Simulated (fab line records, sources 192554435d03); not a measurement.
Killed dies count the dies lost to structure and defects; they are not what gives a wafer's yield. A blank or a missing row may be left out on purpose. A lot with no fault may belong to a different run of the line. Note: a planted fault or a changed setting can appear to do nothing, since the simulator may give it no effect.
fab line records    flow n5_finfet
record lots=24  wafers=72  last_day=18
route steps=1938 shown BEOL_M3@1005 BEOL_M4@1021
lots untouched by any fault: they come from a run of this same line in which no faults occurred
start_h: the number of hours between the record's first day and the start of the first shown wafer of the lot    wait_h: time in hours since the lot's previous step    " repeats the value in the row above    L1.1+2: a row that stands for several wafers    - no value, or no start was given    * or withheld: withheld    < > ~ a bound
route shown NAME@n: a module of which the file shows steps, and the number in the route of the first    usual: mean/standard deviation taken from wafers without a fault    same: alike in all rows    chamber/n: place in a boat    sites: per-site readings    _std_site: their standard deviation    _edge_site: outer sites' mean less inner sites'    radius_mm: how far each site lies from the wafer's centre    mask NAME#n: copy n    behind: tool/chamber where the wafer was last shaped    hold: reason for holding the lot/hours on hold/outcome of the hold    device: the transistor (n, p or np) that didn't switch    end of line: the same wafers' tests at the end of the route    a step with no rows: only its recipe    killed: dies that structure and defects cost at the first sort, which is not the same as the wafer's yield    map: a wafer's dies, x killed, . not, _ none there
set.NAME: the setting the step ran with; set.NAME@STEP: the setting that earlier step ran with    model.NAME: the simulator's own value behind a step, which no gauge read
steps of the route over a sample of lots; a table a step, a row a wafer
services: the hour from which a tool's chamber was out of use, counted from the record's first day as start_h (under 0 if before that day), plus the number of hours and why
## steps
# step N5_BEOL_M3_ANNEAL_91
# recipe temp_c=400  time_s=240  ambient=vacuum
# usual heater_power_w=869/39
lot.wafer  tool            chamber  start_h  wait_h  heater_power_w
L075.3     pvd_sputter-01  -        148.63   0.0     959
L075.4     "               -        "        "       836
L075.6     "               -        "        "       803
L074.2     pvd_sputter-02  -        153.53   0.0     850
L074.5     "               -        "        "       903
L074.6     "               -        "        "       828
L076.1     pvd_sputter-03  -        156.57   0.0     854
L076.3     "               -        "        "       830
L076.5     "               -        "        "       921
L077.1     pvd_sputter-03  -        163.13   0.0     850
L077.2     "               -        "        "       863
L077.3     "               -        "        "       800
L079.3     pvd_sputter-03  -        181.40   0.0     945
L079.5     "               -        "        "       917
L079.6     "               -        "        "       851
L078.1     pvd_sputter-01  -        184.10   0.0     835
L078.5     "               -        "        "       823
L078.6     "               -        "        "       950
L080.3     pvd_sputter-03  -        193.97   0.0     779
L080.4     "               -        "        "       864
L080.6     "               -        "        "       842
L082.2     pvd_sputter-01  -        197.32   0.0     835
L082.3     "               -        "        "       871
L082.6     "               -        "        "       843
L081.3     pvd_sputter-02  -        197.35   0.0     825
L081.4     "               -        "        "       886
L081.5     "               -        "        "       890
L083.2     pvd_sputter-03  -        197.84   0.0     891
L083.5     "               -        "        "       871
L083.6     "               -        "        "       810
L084.1     pvd_sputter-02  -        215.72   0.0     848
L084.3     "               -        "        "       889
L084.5     "               -        "        "       879
L085.1     pvd_sputter-03  -        224.66   0.0     837
L085.3     "               -        "        "       894
L085.4     "               -        "        "       800
L086.2     pvd_sputter-02  -        228.70   0.0     857
L086.4     "               -        "        "       882
L086.5     "               -        "        "       907
L087.1     pvd_sputter-02  -        245.92   0.0     880
L087.4     "               -        "        "       847
L087.5     "               -        "        "       829
L088.2     pvd_sputter-02  -        253.64   0.0     862
L088.5     "               -        "        "       887
L088.6     "               -        "        "       858
L089.1     pvd_sputter-02  -        255.48   0.0     841
L089.4     "               -        "        "       904
L089.6     "               -        "        "       845
L091.2     pvd_sputter-01  -        257.26   0.0     962
L091.5     "               -        "        "       850
L091.6     "               -        "        "       836
L090.2     pvd_sputter-02  -        257.66   0.0     859
L090.4     "               -        "        "       896
L090.5     "               -        "        "       843
L092.4     pvd_sputter-01  -        266.29   0.0     956
L092.5     "               -        "        "       864
L092.6     "               -        "        "       960
L093.1     pvd_sputter-02  -        271.86   0.0     899
L093.2     "               -        "        "       867
L093.6     "               -        "        "       882
L094.1     pvd_sputter-02  -        273.88   0.0     857
L094.4     "               -        "        "       833
L094.5     "               -        "        "       875
L095.1     pvd_sputter-01  -        279.98   0.0     947
L095.3     "               -        "        "       812
L095.4     "               -        "        "       849
L096.3     pvd_sputter-03  -        290.67   0.0     851
L096.4     "               -        "        "       791
L096.6     "               -        "        "       851
L097.2     pvd_sputter-02  -        296.75   0.0     844
L097.3     "               -        "        "       884
L097.5     "               -        "        "       848
# step N5_BEOL_M3_CO_CAP_55
# recipe material=Co  target_thk_a=20  temp_c=200  precursor=CCTBA/H2  pressure_torr=30  time_s=102.1
# usual heater_power_w=240/16
lot.wafer  tool       chamber  start_h  wait_h  heater_power_w  since_wet_clean_h
L075.3     cvd_co-01  1        150.09   0.0     225             13
L075.4     "          0        "        "       256             -
L075.6     "          2        "        "       248             -
L074.2     cvd_co-01  1        155.00   0.0     227             18
L074.5     "          1        "        "       231             -
L074.6     "          0        "        "       257             -
L076.1     cvd_co-02  0        158.03   0.0     238             699
L076.3     "          0        "        "       234             -
L076.5     "          0        "        "       236             -
L077.1     cvd_co-02  2        164.59   0.0     207             247
L077.2     "          0        "        "       240             706
L077.3     "          0        "        "       229             -
L079.3     cvd_co-01  1        182.88   0.0     225             46
L079.5     "          2        "        "       253             -
L079.6     "          1        "        "       223             -
L078.1     cvd_co-01  0        185.69   0.0     256             946
L078.5     "          0        "        "       257             -
L078.6     "          1        "        "       228             -
L080.3     cvd_co-01  0        195.43   0.0     248             955
L080.4     "          2        "        "       253             -
L080.6     "          1        "        "       227             -
L082.2     cvd_co-01  2        198.76   0.0     256             499
L082.3     "          1        "        "       229             62
L082.6     "          1        "        "       227             -
L081.3     cvd_co-01  0        198.94   0.0     261             959
L081.4     "          1        "        "       226             -
L081.5     "          0        "        "       261             -
L083.2     cvd_co-02  2        199.77   0.0     209             282
L083.5     "          1        "        "       248             -
L083.6     "          0        "        "       240             -
L084.1     cvd_co-02  1        217.16   0.0     249             1196
L084.3     "          2        "        "       214             299
L084.5     "          1        "        "       254             -
L085.1     cvd_co-01  2        226.13   0.0     258             527
L085.3     "          0        "        "       249             986
L085.4     "          0        "        "       256             -
L086.2     cvd_co-02  1        230.16   0.0     254             1209
L086.4     "          1        "        "       249             -
L086.5     "          0        "        "       239             -
L087.1     cvd_co-01  0        247.37   0.0     259             1007
L087.4     "          1        "        "       222             -
L087.5     "          0        "        "       252             -
L088.2     cvd_co-01  1        255.09   0.0     225             118
L088.5     "          1        "        "       224             -
L088.6     "          0        "        "       250             -
L089.1     cvd_co-01  0        257.16   0.0     247             1017
L089.4     "          0        "        "       254             -
L089.6     "          1        "        "       231             -
L091.2     cvd_co-02  1        258.72   0.0     263             1237
L091.5     "          0        "        "       241             -
L091.6     "          2        "        "       212             -
L090.2     cvd_co-02  1        259.12   0.0     251             1238
L090.4     "          1        "        "       255             -
L090.5     "          0        "        "       240             -
L092.4     cvd_co-02  2        267.79   0.1     214             -
L092.5     "          2        "        "       221             -
L092.6     "          0        "        "       244             -
L093.1     cvd_co-01  2        273.51   0.0     250             574
L093.2     "          1        "        "       230             137
L093.6     "          2        "        "       252             -
L094.1     cvd_co-01  0        275.34   0.0     250             1035
L094.4     "          2        "        "       254             -
L094.5     "          0        "        "       250             -
L095.1     cvd_co-02  2        281.44   0.0     213             363
L095.3     "          2        "        "       214             -
L095.4     "          0        "        "       237             -
L096.3     cvd_co-01  0        292.28   0.0     254             1052
L096.4     "          0        "        "       245             -
L096.6     "          2        "        "       259             -
L097.2     cvd_co-01  1        298.21   0.0     226             161
L097.3     "          0        "        "       249             1058
L097.5     "          0        "        "       249             -
# step N5_BEOL_M4_ILD_DEP_00
# recipe material=SiOC  target_thk_a=790  temp_c=350  precursor=DEMS/O2  pressure_torr=5  rf_w=500  time_s=15.3
# usual heater_power_w=452/52  showerhead_plenum_p_Torr=5.690/0.017  throttle_valve_pct=11.9/0.5
lot.wafer  tool      chamber  start_h  wait_h  heater_power_w  showerhead_plenum_p_Torr  since_wet_clean_h  throttle_valve_pct
L075.3     pecvd-04  1        150.34   0.0     433             5.682                     1942               12.1
L075.4     "         1        "        "       440             5.666                     -                  12.2
L075.6     "         2        "        "       396             5.704                     -                  12.1
L074.2     pecvd-01  2        155.25   0.0     419             5.709                     2128               13.2
L074.5     "         2        "        "       429             5.696                     -                  13.5
L074.6     "         1        "        "       541             5.700                     -                  12.3
L076.1     pecvd-01  2        158.31   0.0     494             5.713                     2131               13.3
L076.3     "         0        "        "       470             5.688                     681                11.7
L076.5     "         1        "        "       450             5.704                     -                  12.5
L077.1     pecvd-02  2        164.87   0.0     401             5.697                     296                11.5
L077.2     "         0        "        "       387             5.691                     1050               11.5
L077.3     "         1        "        "       443             5.657                     1775               11.7
L079.3     pecvd-04  2        183.12   0.0     457             5.730                     496                12.1
L079.5     "         2        "        "       448             5.715                     -                  12.1
L079.6     "         0        "        "       450             5.662                     -                  11.5
L078.1     pecvd-01  2        186.20   0.0     453             5.722                     2159               13.0
L078.5     "         1        "        "       484             5.707                     -                  12.4
L078.6     "         0        "        "       453             5.685                     -                  11.7
L080.3     pecvd-04  2        195.68   0.0     450             5.696                     508                12.0
L080.4     "         0        "        "       405             5.683                     -                  11.5
L080.6     "         2        "        "       465             5.722                     -                  11.9
L082.2     pecvd-01  2        199.01   0.0     468             5.705                     2172               13.1
L082.3     "         1        "        "       483             5.687                     1447               12.4
L082.6     "         2        "        "       480             5.727                     -                  12.8
L081.3     pecvd-01  1        199.18   0.0     556             5.701                     1447               12.3
L081.4     "         2        "        "       503             5.708                     -                  13.0
L081.5     "         1        "        "       548             5.694                     -                  12.6
L083.2     pecvd-02  2        200.02   0.0     492             5.700                     331                11.3
L083.5     "         2        "        "       488             5.697                     -                  11.2
L083.6     "         0        "        "       411             5.695                     -                  11.5
L084.1     pecvd-01  1        217.41   0.0     545             5.690                     1465               12.4
L084.3     "         1        "        "       532             5.695                     -                  12.3
L084.5     "         0        "        "       457             5.681                     -                  12.0
L085.1     pecvd-02  1        226.37   0.0     382             5.675                     1837               11.8
L085.3     "         2        "        "       435             5.686                     357                11.5
L085.4     "         2        "        "       444             5.687                     -                  11.4
L086.2     pecvd-04  0        230.41   0.0     471             5.671                     1297               11.8
L086.4     "         1        "        "       515             5.674                     -                  11.9
L086.5     "         2        "        "       396             5.717                     -                  12.1
L087.1     pecvd-04  2        247.61   0.0     392             5.711                     560                12.0
L087.4     "         2        "        "       403             5.723                     -                  12.3
L087.5     "         0        "        "       437             5.680                     -                  11.5
L088.2     pecvd-02  0        255.36   0.0     339             5.691                     1140               11.8
L088.5     "         0        "        "       347             5.685                     -                  11.3
L088.6     "         2        "        "       474             5.710                     -                  11.2
L089.1     pecvd-01  0        257.47   0.1     480             5.687                     780                11.9
L089.4     "         0        "        "       484             5.686                     -                  12.2
L089.6     "         2        "        "       495             5.710                     -                  11.5
L091.2     pecvd-02  0        258.99   0.0     388             5.693                     1144               11.5
L091.5     "         0        "        "       381             5.704                     -                  11.7
L091.6     "         2        "        "       496             5.709                     -                  11.3
L090.2     pecvd-02  0        259.40   0.0     380             5.703                     1145               11.6
L090.4     "         2        "        "       500             5.707                     -                  11.6
L090.5     "         0        "        "       389             5.691                     -                  11.7
L092.4     pecvd-01  1        268.06   0.1     537             5.671                     -                  12.6
L092.5     "         2        "        "       539             5.713                     -                  11.5
L092.6     "         0        "        "       427             5.692                     -                  11.9
L093.1     pecvd-02  0        273.75   0.0     378             5.687                     1159               11.5
L093.2     "         2        "        "       453             5.707                     405                11.4
L093.6     "         0        "        "       378             5.692                     -                  11.6
L094.1     pecvd-02  2        275.59   0.0     410             5.710                     407                11.2
L094.4     "         0        "        "       379             5.712                     -                  11.5
L094.5     "         2        "        "       411             5.704                     -                  11.7
L095.1     pecvd-02  2        281.73   0.0     492             5.700                     413                11.3
L095.3     "         0        "        "       385             5.678                     1167               11.3
L095.4     "         0        "        "       386             5.702                     -                  11.4
L096.3     pecvd-02  2        292.53   0.0     480             5.688                     424                11.3
L096.4     "         1        "        "       453             5.683                     -                  12.0
L096.6     "         2        "        "       491             5.686                     -                  11.7
L097.2     pecvd-04  1        298.47   0.0     490             5.669                     2090               12.4
L097.3     "         2        "        "       427             5.694                     611                12.3
L097.5     "         0        "        "       430             5.667                     -                  11.6
# step N5_BEOL_M4_DESCUM_16
# recipe chemistry=O2  time_s=7  source_power_w=50  bias_power_w=20  pressure_mtorr=20  rf_frequency_hz=2.712e+07  temp_c=40  resist=CAR-EUV  o2_flow_sccm=225
# usual drypump_motor_current_A=5.6/0.61  oes_product_au=0.80/0.089  rf_vpp_V=243.3/1.4  showerhead_plenum_p_Torr=2.11/0.082  throttle_valve_pct=20.3/0.38
lot.wafer  tool         chamber  start_h  wait_h  drypump_motor_current_A  oes_product_au  rf_hours_counter_h  rf_vpp_V  showerhead_plenum_p_Torr  throttle_valve_pct
L075.3     rie_diel-02  0        153.13   0.1     5.7                      0.86            58                  243.5     2.04                      20.1
L075.4     "            3        "        "       5.8                      0.81            100                 243.3     2.10                      20.1
L075.6     "            3        "        "       5.8                      0.81            -                   244.1     2.10                      20.1
L074.2     rie_diel-06  2        156.79   0.0     6.5                      0.70            230                 241.4     1.99                      21.1
L074.5     "            0        "        "       5.0                      0.90            -                   245.2     2.22                      20.1
L074.6     "            1        "        "       5.1                      0.67            -                   242.2     2.06                      20.4
L076.1     rie_diel-05  1        160.00   0.1     4.8                      0.95            6                   242.2     2.06                      19.8
L076.3     "            0        "        "       5.3                      0.81            94                  240.1     2.03                      20.1
L076.5     "            1        "        "       4.8                      0.95            -                   244.7     2.06                      19.8
L077.1     rie_diel-06  0        165.79   0.0     5.0                      0.89            47                  245.0     2.22                      20.1
L077.2     "            2        "        "       6.5                      0.70            232                 240.9     1.99                      21.1
L077.3     "            3        "        "       6.7                      0.71            210                 243.2     2.19                      20.8
L079.3     rie_diel-06  1        185.36   0.0     5.1                      0.66            257                 242.1     2.05                      20.4
L079.5     "            1        "        "       5.1                      0.65            -                   241.1     2.05                      20.4
L079.6     "            0        "        "       4.9                      0.88            -                   244.4     2.22                      20.1
L078.1     rie_diel-02  0        188.49   0.0     5.7                      0.84            69                  242.5     2.04                      20.1
L078.5     "            0        "        "       5.7                      0.83            -                   242.4     2.04                      20.1
L078.6     "            3        "        "       5.8                      0.80            -                   243.2     2.10                      20.1
L080.3     rie_diel-05  2        197.36   0.8     5.6                      0.79            114                 242.2     2.10                      20.3
L080.4     "            1        "        "       4.8                      0.92            20                  242.6     2.05                      19.8
L080.6     "            1        "        "       4.8                      0.92            -                   243.4     2.05                      19.8
L082.2     rie_diel-02  2        200.73   1.1     5.3                      0.86            46                  244.9     2.24                      20.1
L082.3     "            3        "        "       5.8                      0.79            116                 242.6     2.10                      20.1
L082.6     "            1        "        "       6.0                      0.70            -                   244.2     2.16                      20.5
L081.3     rie_diel-02  1        201.14   1.3     6.0                      0.70            222                 244.1     2.16                      20.5
L081.4     "            3        "        "       5.8                      0.79            116                 243.8     2.10                      20.1
L081.5     "            3        "        "       5.8                      0.80            -                   243.2     2.10                      20.1
L083.2     rie_diel-05  0        201.59   0.9     5.2                      0.80            111                 243.0     2.02                      20.2
L083.5     "            0        "        "       5.2                      0.80            -                   242.9     2.02                      20.1
L083.6     "            2        "        "       5.6                      0.79            -                   243.3     2.10                      20.3
L084.1     rie_diel-02  0        219.90   0.2     5.7                      0.82            85                  240.8     2.03                      20.1
L084.3     "            2        "        "       5.3                      0.87            52                  245.4     2.24                      20.1
L084.5     "            1        "        "       6.0                      0.70            -                   243.5     2.15                      20.6
L085.1     rie_diel-05  2        227.73   0.0     5.6                      0.77            132                 241.2     2.10                      20.4
L085.3     "            0        "        "       5.2                      0.78            126                 242.3     2.02                      20.2
L085.4     "            1        "        "       4.9                      0.88            38                  243.4     2.05                      19.8
L086.2     rie_diel-06  3        231.10   0.0     6.6                      0.69            228                 243.5     2.18                      20.9
L086.4     "            0        "        "       5.0                      0.88            -                   244.7     2.22                      20.1
L086.5     "            3        "        "       6.6                      0.70            -                   244.0     2.18                      20.9
L087.1     rie_diel-06  0        250.09   0.0     5.0                      0.87            73                  245.1     2.21                      20.1
L087.4     "            2        "        "       6.4                      0.69            246                 241.2     1.99                      21.1
L087.5     "            2        "        "       6.5                      0.68            -                   240.8     1.99                      21.1
L088.2     rie_diel-06  1        256.66   0.0     5.1                      0.94            7                   242.8     2.05                      20.0
L088.5     "            3        "        "       6.6                      0.69            -                   245.1     2.18                      20.9
L088.6     "            0        "        "       5.0                      0.87            -                   244.2     2.21                      20.1
L089.1     rie_diel-05  0        259.28   0.0     5.3                      0.77            138                 240.8     2.01                      20.2
L089.4     "            2        "        "       5.6                      0.76            143                 241.9     2.09                      20.4
L089.6     "            0        "        "       5.3                      0.77            -                   241.4     2.01                      20.2
L091.2     rie_diel-02  0        260.05   0.0     5.7                      0.81            101                 242.2     2.03                      20.1
L091.5     "            3        "        "       5.8                      0.77            -                   244.2     2.09                      20.2
L091.6     "            0        "        "       5.7                      0.80            -                   242.1     2.03                      20.1
L090.2     rie_diel-06  0        260.15   0.0     5.0                      0.86            78                  243.5     2.21                      20.1
L090.4     "            3        "        "       6.7                      0.69            239                 242.9     2.18                      20.9
L090.5     "            2        "        "       6.5                      0.69            -                   241.9     1.99                      21.1
L092.4     rie_diel-06  2        268.82   0.0     6.4                      0.69            254                 241.4     1.99                      21.1
L092.5     "            0        "        "       5.0                      0.85            -                   244.3     2.21                      20.1
L092.6     "            1        "        "       5.1                      0.92            -                   243.0     2.05                      20.1
L093.1     rie_diel-06  1        275.12   0.0     5.1                      0.91            12                  240.7     2.05                      20.1
L093.2     "            2        "        "       6.4                      0.69            255                 243.0     1.99                      21.1
L093.6     "            2        "        "       6.4                      0.69            -                   241.1     1.99                      21.1
L094.1     rie_diel-06  1        278.01   0.3     5.1                      0.91            13                  243.6     2.05                      20.0
L094.4     "            1        "        "       5.1                      0.90            -                   243.2     2.05                      20.0
L094.5     "            0        "        "       5.0                      0.85            -                   244.6     2.21                      20.1
L095.1     rie_diel-06  1        285.23   0.0     5.1                      0.90            16                  242.2     2.05                      20.1
L095.3     "            0        "        "       5.0                      0.85            86                  244.9     2.21                      20.1
L095.4     "            0        "        "       5.0                      0.85            -                   244.8     2.21                      20.1
L096.3     rie_diel-06  0        295.00   0.0     5.0                      0.83            91                  245.1     2.21                      20.1
L096.4     "            0        "        "       5.0                      0.84            -                   245.4     2.21                      20.1
L096.6     "            1        "        "       5.1                      0.88            -                   242.5     2.05                      20.1
L097.2     rie_diel-02  2        300.01   0.0     5.3                      0.82            83                  244.1     2.23                      20.2
L097.3     "            0        "        "       5.7                      0.78            117                 243.1     2.02                      20.2
L097.5     "            3        "        "       5.8                      0.76            -                   242.3     2.08                      20.2
# step N5_BEOL_M4_CD_MEAS_28
# recipe target_cd_nm=26.2  landing_energy_ev=500  detector=se_inlens  target_cd_y_nm=24.1  polarity=opening
# usual cd_nm=26.21/0.23
lot.wafer  tool       chamber  start_h  wait_h  cd_nm
L075.3     cd_sem-02  0        154.01   -       26.42
L075.4     "          0        "        "       26.03
L075.6     "          0        "        "       26.41
L074.2     cd_sem-03  0        157.80   -       26.24
L074.5     "          0        "        "       26.24
L074.6     "          0        "        "       26.17
L076.1     cd_sem-02  0        160.78   -       26.19
L076.3     "          0        "        "       26.26
L076.5     "          0        "        "       25.96
L077.1     cd_sem-03  0        166.60   -       26.05
L077.2     "          0        "        "       26.26
L077.3     "          0        "        "       26.19
L079.3     cd_sem-02  0        186.25   -       26.61
L079.5     "          0        "        "       26.04
L079.6     "          0        "        "       25.94
L078.1     cd_sem-03  0        189.24   -       26.03
L078.5     "          0        "        "       26.51
L078.6     "          0        "        "       26.06
L080.3     cd_sem-01  0        198.26   -       26.23
L080.4     "          0        "        "       26.16
L080.6     "          0        "        "       26.36
L082.2     cd_sem-02  0        201.61   -       25.96
L082.3     "          0        "        "       25.89
L082.6     "          0        "        "       26.46
L081.3     cd_sem-01  0        201.94   -       26.15
L081.4     "          0        "        "       26.62
L081.5     "          0        "        "       26.57
L083.2     cd_sem-01  0        202.66   -       26.10
L083.5     "          0        "        "       26.73
L083.6     "          0        "        "       26.29
L084.1     cd_sem-03  0        220.69   -       25.91
L084.3     "          0        "        "       26.35
L084.5     "          0        "        "       25.91
L085.1     cd_sem-02  0        228.56   -       26.15
L085.3     "          0        "        "       26.31
L085.4     "          0        "        "       26.26
L086.2     cd_sem-01  0        232.71   -       26.47
L086.4     "          0        "        "       26.26
L086.5     "          0        "        "       25.94
L087.1     cd_sem-03  0        251.02   -       25.84
L087.4     "          0        "        "       26.07
L087.5     "          0        "        "       26.20
L088.2     cd_sem-01  0        257.46   -       26.20
L088.5     "          0        "        "       26.21
L088.6     "          0        "        "       26.37
L089.1     cd_sem-01  0        260.12   -       26.23
L089.4     "          0        "        "       26.18
L089.6     "          0        "        "       26.17
L091.2     cd_sem-03  0        261.07   -       26.29
L091.5     "          0        "        "       25.77
L091.6     "          0        "        "       26.26
L090.2     cd_sem-01  0        261.13   -       26.29
L090.4     "          0        "        "       26.42
L090.5     "          0        "        "       26.24
L092.4     cd_sem-02  0        269.79   -       25.99
L092.5     "          0        "        "       26.36
L092.6     "          0        "        "       26.58
L093.1     cd_sem-02  0        276.00   -       26.27
L093.2     "          0        "        "       26.05
L093.6     "          0        "        "       25.80
L094.1     cd_sem-01  0        278.76   -       26.79
L094.4     "          0        "        "       26.26
L094.5     "          0        "        "       26.12
L095.1     cd_sem-01  0        286.11   -       26.51
L095.3     "          0        "        "       25.99
L095.4     "          0        "        "       26.42
L096.3     cd_sem-02  0        295.94   -       26.07
L096.4     "          0        "        "       26.07
L096.6     "          0        "        "       26.84
L097.2     cd_sem-01  0        300.88   -       26.56
L097.3     "          0        "        "       26.26
L097.5     "          0        "        "       26.48
# step N5_BEOL_M4_ALD_98
# recipe material=SiO2  target_thk_a=25  temp_c=100  ald_precursor_family=BDEAS  ald_co_reactant=O2-plasma  pulse_time_s=1  co_reactant_pulse_time_s=1  purge_time_s=2  co_reactant_purge_time_s=2  ald_cycles=17  pressure_torr=2
# usual heater_power_w=72/10  precursor_pulse_height_rel=0.999/0.019
lot.wafer  tool        chamber  start_h  wait_h  heater_power_w  precursor_pulse_height_rel  since_wet_clean_h
L075.3     ald_sin-04  3        154.29   0.1     62              0.997                       252
L075.4     "           0        "        "       86              1.004                       252
L075.6     "           0        "        "       90              0.996                       -
L074.2     ald_sin-04  0        158.06   0.1     88              0.996                       256
L074.5     "           3        "        "       63              1.004                       -
L074.6     "           0        "        "       86              0.991                       -
L076.1     ald_sin-02  2        161.48   0.5     78              0.997                       60
L076.3     "           1        "        "       65              1.047                       60
L076.5     "           1        "        "       63              0.965                       -
L077.1     ald_sin-03  0        166.86   0.1     78              0.999                       159
L077.2     "           2        "        "       51              1.002                       159
L077.3     "           3        "        "       69              1.010                       159
L079.3     ald_sin-04  0        186.58   0.1     88              1.005                       284
L079.5     "           1        "        "       72              1.011                       -
L079.6     "           2        "        "       83              1.016                       -
L078.1     ald_sin-02  3        189.64   0.2     81              1.009                       88
L078.5     "           1        "        "       62              0.997                       -
L078.6     "           2        "        "       79              0.981                       -
L080.3     ald_sin-02  0        199.48   0.1     82              0.994                       98
L080.4     "           1        "        "       64              1.005                       98
L080.6     "           0        "        "       81              1.005                       -
L082.2     ald_sin-03  3        202.82   0.1     67              0.980                       195
L082.3     "           1        "        "       71              1.026                       195
L082.6     "           3        "        "       68              0.971                       -
L081.3     ald_sin-04  1        203.65   0.4     72              1.009                       301
L081.4     "           2        "        "       84              0.996                       301
L081.5     "           2        "        "       83              0.998                       -
L083.2     ald_sin-04  3        204.79   0.2     63              0.994                       303
L083.5     "           3        "        "       64              1.012                       -
L083.6     "           0        "        "       88              1.019                       -
L084.1     ald_sin-03  3        221.91   0.3     69              1.037                       214
L084.3     "           2        "        "       51              0.980                       214
L084.5     "           0        "        "       78              1.009                       -
L085.1     ald_sin-02  2        228.87   0.1     79              0.998                       127
L085.3     "           3        "        "       80              1.017                       127
L085.4     "           1        "        "       64              0.980                       127
L086.2     ald_sin-03  0        233.20   0.3     76              0.991                       225
L086.4     "           2        "        "       53              1.034                       -
L086.5     "           0        "        "       77              0.992                       -
L087.1     ald_sin-02  3        251.49   0.1     81              1.007                       150
L087.4     "           2        "        "       80              0.985                       150
L087.5     "           2        "        "       79              1.025                       -
L088.2     ald_sin-03  1        257.71   0.1     71              1.022                       250
L088.5     "           2        "        "       50              1.043                       -
L088.6     "           1        "        "       72              1.014                       -
L089.1     ald_sin-02  2        260.42   0.1     78              1.011                       159
L089.4     "           3        "        "       81              1.001                       159
L089.6     "           2        "        "       77              0.967                       -
L091.2     ald_sin-04  3        261.41   0.1     62              0.990                       359
L091.5     "           3        "        "       63              0.989                       -
L091.6     "           2        "        "       83              1.054                       -
L090.2     ald_sin-03  0        261.48   0.1     78              0.997                       254
L090.4     "           3        "        "       68              1.015                       254
L090.5     "           0        "        "       75              1.014                       -
L092.4     ald_sin-03  1        270.06   0.1     72              0.983                       262
L092.5     "           3        "        "       65              1.002                       -
L092.6     "           2        "        "       51              0.990                       -
L093.1     ald_sin-03  1        276.72   0.5     73              0.982                       269
L093.2     "           2        "        "       51              0.968                       269
L093.6     "           0        "        "       78              0.998                       -
L094.1     ald_sin-03  2        280.23   1.1     51              1.028                       272
L094.4     "           1        "        "       71              1.019                       272
L094.5     "           2        "        "       52              1.001                       -
L095.1     ald_sin-03  3        286.41   0.1     66              1.017                       278
L095.3     "           0        "        "       77              0.965                       278
L095.4     "           1        "        "       72              0.970                       278
L096.3     ald_sin-02  2        296.39   0.2     78              0.980                       195
L096.4     "           0        "        "       83              0.991                       195
L096.6     "           1        "        "       65              1.016                       -
L097.2     ald_sin-03  3        301.14   0.1     65              0.979                       293
L097.3     "           2        "        "       53              0.976                       293
L097.5     "           0        "        "       75              1.016                       -
## services
tool         chamber  start_h  hours  kind
ald_sin-04   1        126.36   4.3    repair
rie_diel-02  0        151.41   1.6    repair
pecvd-01     -        152.21   1.7    repair
rie_diel-06  2        168.37   33.9   repair
ald_sin-03   3        187.19   13.1   repair
rie_diel-06  -        195.13   28.1   pm
cvd_co-01    0        203.85   11.4   repair
ald_sin-04   -        206.12   6.1    pm
pecvd-02     0        206.64   4.7    repair
rie_diel-06  1        223.23   -      clean
rie_diel-06  1        223.23   -      consumable_replace:focus_ring
rie_diel-06  1        223.23   18.1   scheduled_down
rie_diel-06  1        223.23   18.1   vent_cycle
pecvd-01     -        241.79   14.6   pm
rie_diel-05  -        250.18   0.4    repair
pecvd-04     -        254.23   6.0    pm
cvd_co-02    1        263.33   22.5   repair
ald_sin-04   -        268.25   14.0   pm
ald_sin-02   2        273.25   5.9    repair
pecvd-01     1        279.98   6.5    repair
ald_sin-04   0        282.86   6.9    repair
pecvd-01     0        287.45   3.9    repair
pecvd-02     -        290.07   1.3    repair
cvd_co-01    -        300.43   2.8    pm
## key
fault none
